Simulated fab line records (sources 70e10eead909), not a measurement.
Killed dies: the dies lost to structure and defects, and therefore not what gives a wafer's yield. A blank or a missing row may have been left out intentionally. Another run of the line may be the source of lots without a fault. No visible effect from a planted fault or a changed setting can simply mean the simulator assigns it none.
Which tool was responsible? | flow nand-harc | 24 lots, 72 wafers sampled, at 6 steps of a route of 1302

## WHAT THE GAUGES READ, wafer by wafer
No reading from a measuring or inspecting step in the record can be judged against a usual standard deviation.

## WHICH TOOL RAN EACH LOT (tool, then ch and the chambers of the sampled wafers, then the start)
lot  | NHARC_P_ZERO_WELL_DESCUM_39        | NHARC_P_GATE_ALD_36               | NHARC_P_GATE_RTA_64              | NHARC_P_GATE_RTA_80              | NHARC_P_M1_DEGAS_29          | NHARC_P_M2_ANNEAL_31
L074 | rie-diel-05 ch 0,2,3, day 2 00:16  | ald-sin-04 ch 0,3, day 5 06:44    | rtp-anneal-01 ch 0, day 5 22:35  | rtp-anneal-01 ch 0, day 5 23:12  | pvd-sputter-03, day 6 10:41  | rtp-anneal-02 ch 0, day 6 15:34
L075 | rie-diel-10 ch 0,3, day 2 10:38    | ald-sin-02 ch 0,1,3, day 5 13:26  | rtp-anneal-02 ch 0, day 6 03:05  | rtp-anneal-02 ch 0, day 6 03:41  | pvd-sputter-01, day 6 15:37  | rtp-anneal-02 ch 0, day 6 20:31
L076 | rie-diel-05 ch 0,2,3, day 2 20:07  | ald-sin-01 ch 1,2,3, day 5 18:22  | rtp-anneal-02 ch 0, day 6 12:23  | rtp-anneal-01 ch 0, day 6 12:59  | pvd-sputter-03, day 7 00:38  | rtp-anneal-02 ch 0, day 7 05:39
L077 | rie-diel-01 ch 2,3, day 3 06:19    | ald-sin-04 ch 0,1,3, day 6 10:26  | rtp-anneal-01 ch 0, day 6 23:04  | rtp-anneal-01 ch 0, day 6 23:40  | pvd-sputter-01, day 7 11:15  | rtp-anneal-02 ch 0, day 7 16:08
L078 | rie-diel-01 ch 1,2, day 3 16:35    | ald-sin-02 ch 0,1, day 7 02:51    | rtp-anneal-01 ch 0, day 7 17:29  | rtp-anneal-02 ch 0, day 7 18:05  | pvd-sputter-01, day 8 05:26  | rtp-anneal-01 ch 0, day 8 10:21
L079 | rie-diel-01 ch 0,1,2, day 4 02:29  | ald-sin-01 ch 0,2,3, day 7 07:38  | rtp-anneal-02 ch 0, day 7 20:23  | rtp-anneal-01 ch 0, day 7 20:59  | pvd-sputter-01, day 8 08:33  | rtp-anneal-01 ch 0, day 8 13:37
L080 | rie-diel-01 ch 0,1,2, day 4 12:31  | ald-sin-04 ch 1,3, day 7 16:17    | rtp-anneal-02 ch 0, day 8 08:17  | rtp-anneal-02 ch 0, day 8 09:02  | pvd-sputter-01, day 8 20:36  | rtp-anneal-02 ch 0, day 9 01:20
L081 | rie-diel-05 ch 0,2, day 4 22:16    | ald-sin-02 ch 0,2, day 8 00:31    | rtp-anneal-01 ch 0, day 8 15:13  | rtp-anneal-02 ch 0, day 8 15:49  | pvd-sputter-01, day 9 04:14  | rtp-anneal-02 ch 0, day 9 09:07
L082 | rie-diel-05 ch 0,1,2, day 5 08:22  | ald-sin-01 ch 0,1,3, day 8 15:09  | rtp-anneal-01 ch 0, day 9 06:52  | rtp-anneal-01 ch 0, day 9 07:28  | pvd-sputter-02, day 9 19:50  | rtp-anneal-01 ch 0, day 10 00:37
L083 | rie-diel-01 ch 0,1,2, day 5 18:29  | ald-sin-04 ch 1,2,3, day 8 17:31  | rtp-anneal-02 ch 0, day 9 07:15  | rtp-anneal-02 ch 0, day 9 07:52  | pvd-sputter-01, day 9 20:00  | rtp-anneal-02 ch 0, day 10 00:52
L084 | rie-diel-05 ch 0,2,3, day 6 04:08  | ald-sin-02 ch 0,1, day 9 12:46    | rtp-anneal-01 ch 0, day 10 03:37 | rtp-anneal-01 ch 0, day 10 04:12 | pvd-sputter-03, day 10 16:04 | rtp-anneal-01 ch 0, day 10 21:20
L085 | rie-diel-05 ch 2,3, day 6 14:21    | ald-sin-04 ch 0,2, day 10 00:44   | rtp-anneal-01 ch 0, day 10 15:23 | rtp-anneal-02 ch 0, day 10 16:08 | pvd-sputter-01, day 11 04:01 | rtp-anneal-02 ch 0, day 11 08:58
L086 | rie-diel-10 ch 0,2,3, day 7 00:19  | ald-sin-02 ch 0,1,2, day 10 01:49 | rtp-anneal-02 ch 0, day 10 17:25 | rtp-anneal-02 ch 0, day 10 18:01 | pvd-sputter-02, day 11 06:25 | rtp-anneal-02 ch 0, day 11 11:32
L087 | rie-diel-10 ch 0,1,3, day 7 10:17  | ald-sin-01 ch 0,1,3, day 10 15:11 | rtp-anneal-01 ch 0, day 11 03:57 | rtp-anneal-02 ch 0, day 11 04:33 | pvd-sputter-03, day 11 16:44 | rtp-anneal-01 ch 0, day 11 21:48
L088 | rie-diel-05 ch 0,1,2, day 7 20:43  | ald-sin-04 ch 1,2,3, day 11 03:30 | rtp-anneal-01 ch 0, day 11 20:00 | rtp-anneal-01 ch 0, day 11 20:36 | pvd-sputter-03, day 12 08:47 | rtp-anneal-02 ch 0, day 12 13:46
L089 | rie-diel-01 ch 1,2,3, day 8 06:02  | ald-sin-02 ch 0,1,3, day 11 06:50 | rtp-anneal-01 ch 0, day 11 19:18 | rtp-anneal-02 ch 0, day 11 19:53 | pvd-sputter-03, day 12 07:27 | rtp-anneal-01 ch 0, day 12 12:37
L090 | rie-diel-05 ch 0,3, day 8 16:23    | ald-sin-01 ch 0,2, day 12 03:45   | rtp-anneal-01 ch 0, day 12 19:04 | rtp-anneal-02 ch 0, day 12 19:40 | pvd-sputter-03, day 13 07:40 | rtp-anneal-01 ch 0, day 13 12:59
L091 | rie-diel-05 ch 1,2, day 9 02:19    | ald-sin-02 ch 2,3, day 12 05:06   | rtp-anneal-01 ch 0, day 12 20:58 | rtp-anneal-01 ch 0, day 12 21:34 | pvd-sputter-03, day 13 10:12 | rtp-anneal-02 ch 0, day 13 15:11
L092 | rie-diel-10 ch 0,1,2, day 9 14:19  | ald-sin-04 ch 0,2, day 12 21:12   | rtp-anneal-01 ch 0, day 13 14:54 | rtp-anneal-01 ch 0, day 13 15:31 | pvd-sputter-01, day 14 03:04 | rtp-anneal-02 ch 0, day 14 08:05
L093 | rie-diel-05 ch 0,3, day 9 22:31    | ald-sin-01 ch 0,1, day 13 08:29   | rtp-anneal-02 ch 0, day 13 23:10 | rtp-anneal-01 ch 0, day 13 23:46 | pvd-sputter-03, day 14 11:42 | rtp-anneal-01 ch 0, day 14 16:58
L094 | rie-diel-10 ch 1,3, day 10 08:56   | ald-sin-02 ch 0,1, day 13 18:38   | rtp-anneal-02 ch 0, day 14 10:34 | rtp-anneal-01 ch 0, day 14 11:10 | pvd-sputter-02, day 14 23:15 | rtp-anneal-01 ch 0, day 15 04:08
L095 | rie-diel-01 ch 1,2,3, day 10 18:14 | ald-sin-04 ch 0,2,3, day 13 19:04 | rtp-anneal-01 ch 0, day 14 09:47 | rtp-anneal-01 ch 0, day 14 10:23 | pvd-sputter-03, day 14 22:01 | rtp-anneal-02 ch 0, day 15 02:54
L096 | rie-diel-05 ch 0,2,3, day 11 04:28 | ald-sin-01 ch 1,2,3, day 14 04:31 | rtp-anneal-02 ch 0, day 14 20:22 | rtp-anneal-02 ch 0, day 14 20:58 | pvd-sputter-01, day 15 08:39 | rtp-anneal-01 ch 0, day 15 13:45
L097 | rie-diel-01 ch 0,1,2, day 11 14:27 | ald-sin-04 ch 1,2,3, day 14 19:49 | rtp-anneal-02 ch 0, day 15 10:34 | rtp-anneal-01 ch 0, day 15 11:10 | pvd-sputter-03, day 15 22:53 | rtp-anneal-01 ch 0, day 16 03:53
- NHARC_P_ZERO_WELL_DESCUM_39: chemistry O2, time 3 s.
- NHARC_P_GATE_ALD_36: deposits SiNx, target thk 20 nm, pulse time 60 s, ald cycles 223.
- NHARC_P_GATE_RTA_64: time 1 s.
- NHARC_P_GATE_RTA_80: time 30 s.
- NHARC_P_M1_DEGAS_29: time 60 s.
- NHARC_P_M2_ANNEAL_31: time 90 s.

## WHAT THE TOOLS THEMSELVES READ (means of the sampled wafers that have a number; where no wafer has one, the mark that the record gives instead)
NHARC_P_ZERO_WELL_DESCUM_39.
lot  | tool        | drypump-motor-current-A (A) | oes-product-au (a.u.) | rf-vpp-V (V) | showerhead-plenum-p-Torr (Torr) | throttle-valve-pct (%)
L074 | rie-diel-05 | 5.1                         | 1.007                 | 58.3         | 1.98                            | 11.314
L075 | rie-diel-10 | 5.3                         | 1.007                 | 57.7         | 1.95                            | 11.312
L076 | rie-diel-05 | 5.2                         | 0.996                 | 58.1         | 1.97                            | 11.304
L077 | rie-diel-01 | 5.6                         | 1.007                 | 58.2         | 1.97                            | 11.308
L078 | rie-diel-01 | 5.7                         | 1.004                 | 58.2         | 2.00                            | 11.308
L079 | rie-diel-01 | 5.7                         | 0.995                 | 58.7         | 2.01                            | 11.305
L080 | rie-diel-01 | 5.7                         | 1.007                 | 58.0         | 2.00                            | 11.312
L081 | rie-diel-05 | 5.2                         | 1.001                 | 58.4         | 2.00                            | 11.319
L082 | rie-diel-05 | 5.4                         | 0.998                 | 58.9         | 1.95                            | 11.313
L083 | rie-diel-01 | 5.7                         | 0.996                 | 58.6         | 2.00                            | 11.303
L084 | rie-diel-05 | 5.1                         | 1.000                 | 57.4         | 1.97                            | 11.310
L085 | rie-diel-05 | 5.0                         | 1.003                 | 58.7         | 1.99                            | 11.310
L086 | rie-diel-10 | 5.6                         | 0.998                 | 58.9         | 1.96                            | 11.304
L087 | rie-diel-10 | 5.8                         | 1.012                 | 57.4         | 1.94                            | 11.326
L088 | rie-diel-05 | 5.3                         | 0.999                 | 57.5         | 1.95                            | 11.309
L089 | rie-diel-01 | 5.8                         | 1.005                 | 59.4         | 1.99                            | 11.310
L090 | rie-diel-05 | 5.3                         | 1.011                 | 57.5         | 1.90                            | 11.312
L091 | rie-diel-05 | 5.7                         | 1.007                 | 57.3         | 1.89                            | 11.316
L092 | rie-diel-10 | 5.8                         | 1.004                 | 58.3         | 1.99                            | 11.312
L093 | rie-diel-05 | 5.3                         | 1.007                 | 58.1         | 1.90                            | 11.307
L094 | rie-diel-10 | 6.2                         | 0.999                 | 58.1         | 1.94                            | 11.304
L095 | rie-diel-01 | 5.8                         | 1.013                 | 58.0         | 1.99                            | 11.306
L096 | rie-diel-05 | 5.1                         | 1.003                 | 57.4         | 1.96                            | 11.308
L097 | rie-diel-01 | 5.7                         | 1.003                 | 58.5         | 1.99                            | 11.318

NHARC_P_GATE_ALD_36.
lot  | tool       | heater-power-w (W) | precursor-pulse-height-rel
L074 | ald-sin-04 | 898                | 1.009
L075 | ald-sin-02 | 824                | 0.993
L076 | ald-sin-01 | 926                | 0.998
L077 | ald-sin-04 | 873                | 1.013
L078 | ald-sin-02 | 811                | 0.992
L079 | ald-sin-01 | 924                | 1.013
L080 | ald-sin-04 | 856                | 1.016
L081 | ald-sin-02 | 888                | 0.995
L082 | ald-sin-01 | 911                | 1.020
L083 | ald-sin-04 | 844                | 1.002
L084 | ald-sin-02 | 837                | 1.003
L085 | ald-sin-04 | 906                | 1.000
L086 | ald-sin-02 | 847                | 0.998
L087 | ald-sin-01 | 906                | 0.982
L088 | ald-sin-04 | 866                | 0.988
L089 | ald-sin-02 | 819                | 0.990
L090 | ald-sin-01 | 946                | 1.010
L091 | ald-sin-02 | 853                | 1.006
L092 | ald-sin-04 | 869                | 1.000
L093 | ald-sin-01 | 874                | 1.001
L094 | ald-sin-02 | 803                | 0.990
L095 | ald-sin-04 | 882                | 0.993
L096 | ald-sin-01 | 961                | 1.000
L097 | ald-sin-04 | 863                | 0.995

NHARC_P_GATE_RTA_64.
lot  | tool          | lamp-power-pct (%) | wafer_temp_C_max
L074 | rtp-anneal-01 | 33.3               | 1058.3
L075 | rtp-anneal-02 | 37.6               | 1054.9
L076 | rtp-anneal-02 | 37.6               | 1054.0
L077 | rtp-anneal-01 | 33.3               | 1057.8
L078 | rtp-anneal-01 | 33.3               | 1059.5
L079 | rtp-anneal-02 | 37.5               | 1054.2
L080 | rtp-anneal-02 | 37.6               | 1055.0
L081 | rtp-anneal-01 | 33.3               | 1060.2
L082 | rtp-anneal-01 | 33.3               | 1058.9
L083 | rtp-anneal-02 | 37.6               | 1053.7
L084 | rtp-anneal-01 | 33.2               | 1059.3
L085 | rtp-anneal-01 | 33.3               | 1058.4
L086 | rtp-anneal-02 | 37.6               | 1054.6
L087 | rtp-anneal-01 | 33.3               | 1059.0
L088 | rtp-anneal-01 | 33.3               | 1060.3
L089 | rtp-anneal-01 | 33.3               | 1059.2
L090 | rtp-anneal-01 | 33.3               | 1057.4
L091 | rtp-anneal-01 | 33.3               | 1058.3
L092 | rtp-anneal-01 | 33.3               | 1057.8
L093 | rtp-anneal-02 | 37.6               | 1054.4
L094 | rtp-anneal-02 | 37.6               | 1055.1
L095 | rtp-anneal-01 | 33.3               | 1059.0
L096 | rtp-anneal-02 | 37.6               | 1054.7
L097 | rtp-anneal-02 | 37.6               | 1053.8

NHARC_P_GATE_RTA_80.
lot  | tool          | wafer_temp_C_max
L074 | rtp-anneal-01 | 302.2
L075 | rtp-anneal-02 | 301.5
L076 | rtp-anneal-01 | 302.6
L077 | rtp-anneal-01 | 302.6
L078 | rtp-anneal-02 | 301.6
L079 | rtp-anneal-01 | 302.0
L080 | rtp-anneal-02 | 301.4
L081 | rtp-anneal-02 | 301.3
L082 | rtp-anneal-01 | 301.8
L083 | rtp-anneal-02 | 301.3
L084 | rtp-anneal-01 | 302.1
L085 | rtp-anneal-02 | 301.4
L086 | rtp-anneal-02 | 301.2
L087 | rtp-anneal-02 | 301.6
L088 | rtp-anneal-01 | 301.9
L089 | rtp-anneal-02 | 301.3
L090 | rtp-anneal-02 | 301.3
L091 | rtp-anneal-01 | 302.2
L092 | rtp-anneal-01 | 302.1
L093 | rtp-anneal-01 | 302.6
L094 | rtp-anneal-01 | 302.5
L095 | rtp-anneal-01 | 302.8
L096 | rtp-anneal-02 | 301.3
L097 | rtp-anneal-01 | 302.3

NHARC_P_M1_DEGAS_29.
lot  | tool           | heater-power-w (W)
L074 | pvd-sputter-03 | 351
L075 | pvd-sputter-01 | 309
L076 | pvd-sputter-03 | 320
L077 | pvd-sputter-01 | 302
L078 | pvd-sputter-01 | 322
L079 | pvd-sputter-01 | 340
L080 | pvd-sputter-01 | 306
L081 | pvd-sputter-01 | 341
L082 | pvd-sputter-02 | 321
L083 | pvd-sputter-01 | 321
L084 | pvd-sputter-03 | 327
L085 | pvd-sputter-01 | 329
L086 | pvd-sputter-02 | 336
L087 | pvd-sputter-03 | 326
L088 | pvd-sputter-03 | 326
L089 | pvd-sputter-03 | 322
L090 | pvd-sputter-03 | 300
L091 | pvd-sputter-03 | 301
L092 | pvd-sputter-01 | 317
L093 | pvd-sputter-03 | 324
L094 | pvd-sputter-02 | 293
L095 | pvd-sputter-03 | 334
L096 | pvd-sputter-01 | 334
L097 | pvd-sputter-03 | 337

NHARC_P_M2_ANNEAL_31.
lot  | tool          | wafer_temp_C_max
L074 | rtp-anneal-02 | 226.1
L075 | rtp-anneal-02 | 226.0
L076 | rtp-anneal-02 | 226.1
L077 | rtp-anneal-02 | 226.1
L078 | rtp-anneal-01 | 226.8
L079 | rtp-anneal-01 | 226.8
L080 | rtp-anneal-02 | 225.8
L081 | rtp-anneal-02 | 226.0
L082 | rtp-anneal-01 | 226.8
L083 | rtp-anneal-02 | 226.0
L084 | rtp-anneal-01 | 226.4
L085 | rtp-anneal-02 | 226.1
L086 | rtp-anneal-02 | 225.9
L087 | rtp-anneal-01 | 226.9
L088 | rtp-anneal-02 | 226.0
L089 | rtp-anneal-01 | 226.6
L090 | rtp-anneal-01 | 226.8
L091 | rtp-anneal-02 | 226.3
L092 | rtp-anneal-02 | 225.9
L093 | rtp-anneal-01 | 227.1
L094 | rtp-anneal-01 | 227.0
L095 | rtp-anneal-02 | 225.8
L096 | rtp-anneal-01 | 226.9
L097 | rtp-anneal-01 | 226.6

## THE ANSWER, worked out from the rows above alone
Rule: what is usual is taken from the lots themselves. The widest of any qualifying gaps counts: lots, ordered by their means at a reading, are off when they make up no more than a third of the lots, leave a main group of 4 or more, and stand apart from it by 3 or more times the standard deviation of that group's means. Not used: any main group whose means are identical at the precision the tables above print for the reading. Also off: a lot with no number at a reading for which 4 or more lots have one. Any other lot the step has rows for is counted as sound. First the gauges in route order, then the tools' own readings, where a lot's mean is used as printed above. At the first step where some lot is off, the reading lying furthest off is the one used; lots without a number count as furthest.
Nothing can be told from this: no lot is off at any reading shown.

## WHAT THE SIMULATOR HAD PUT IN
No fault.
